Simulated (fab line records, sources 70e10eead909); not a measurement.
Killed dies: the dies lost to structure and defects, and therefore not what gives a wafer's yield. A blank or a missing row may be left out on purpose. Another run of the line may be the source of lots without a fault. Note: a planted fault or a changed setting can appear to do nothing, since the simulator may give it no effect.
Which tool was responsible? | flow nandHarc | Sampling: 6 lots, 18 wafers, 5 of 1302 route steps

## WHAT THE GAUGES READ, wafer by wafer
NHARC_END_SORT_01.
lot  | measured     | on        | killedAtArray
L232 | day 28 19:47 | prober-01 | 66 39 44
L242 | day 33 05:41 | prober-02 | 45 592 27
L244 | day 33 21:40 | prober-01 | 43 470 50

## EACH LOT AND THE TOOL THAT RAN IT (in order: tool; ch and the chambers of the sampled wafers; start)
lot  | NHARC_A_CONTACT_DEP_58          | NHARC_A_CONTACT_ETCH_75           | NHARC_A_CONTACT_ETCH_77           | NHARC_A_CONTACT_ETCH_129
L222 | pecvd-03 ch 0,1, day 22 06:13   | rieDiel-10 ch 2,3, day 22 07:13   | rieDiel-10 ch 0,3, day 22 07:39   | harCapEtch-03 ch 0,1, day 22 09:35
L224 | pecvd-01 ch 0,1,2, day 23 11:57 | rieDiel-12 ch 0,1, day 23 12:49   | rieDiel-12 ch 0,1,2, day 23 13:16 | harCapEtch-01 ch 0,1, day 23 15:11
L226 | pecvd-03 ch 0,2, day 24 13:28   | rieDiel-05 ch 0,2,3, day 24 14:28 | rieDiel-05 ch 0,1,2, day 24 14:56 | harCapEtch-01 ch 0,1, day 24 16:53
L232 | pecvd-03 ch 0,2, day 26 08:32   | rieDiel-05 ch 0,2,3, day 26 09:32 | rieDiel-05 ch 0,2, day 26 09:58   | harCapEtch-01 ch 1, day 26 11:53
L242 | pecvd-02 ch 0,1,2, day 30 14:22 | rieDiel-12 ch 0,3, day 30 15:22   | rieDiel-12 ch 0,1,3, day 30 15:49 | harCapEtch-03 ch 1, day 30 17:45
L244 | pecvd-01 ch 1,2, day 31 09:01   | rieDiel-12 ch 0,1, day 31 09:58   | rieDiel-12 ch 0,1,2, day 31 10:25 | harCapEtch-01 ch 0,1, day 31 12:22
- NHARC_A_CONTACT_DEP_58: deposits SiON, target thk 90 nm.
- NHARC_A_CONTACT_ETCH_75: etches the open film in CF4, target depth 39 nm, time 65 s.
- NHARC_A_CONTACT_ETCH_77: etches the open film in CF4/CHF3, target depth 108.9 nm, time 54.5 s.
- NHARC_A_CONTACT_ETCH_129: etches the open film in C4F8/O2/Ar, time 197 s, target depth 1918 nm.

## THE ANSWER, worked out from the rows above alone
Rule: usual is defined by the lots themselves. The widest of any qualifying gaps counts: lots, ordered by their means at a reading, are off when they make up no more than a third of the lots, leave a main group of 4 or more, and stand apart from it by 3 or more times the standard deviation of that group's means. The tables above print the reading to a certain number of digits; a main group whose means all agree to those digits is not used. Also off: a lot with no number at a reading for which 4 or more lots have one. The other lots that the step has rows for count as sound.
Across all readings shown, no lot is off: no conclusion can be drawn from this.

## WHAT THE SIMULATOR HAD PUT IN
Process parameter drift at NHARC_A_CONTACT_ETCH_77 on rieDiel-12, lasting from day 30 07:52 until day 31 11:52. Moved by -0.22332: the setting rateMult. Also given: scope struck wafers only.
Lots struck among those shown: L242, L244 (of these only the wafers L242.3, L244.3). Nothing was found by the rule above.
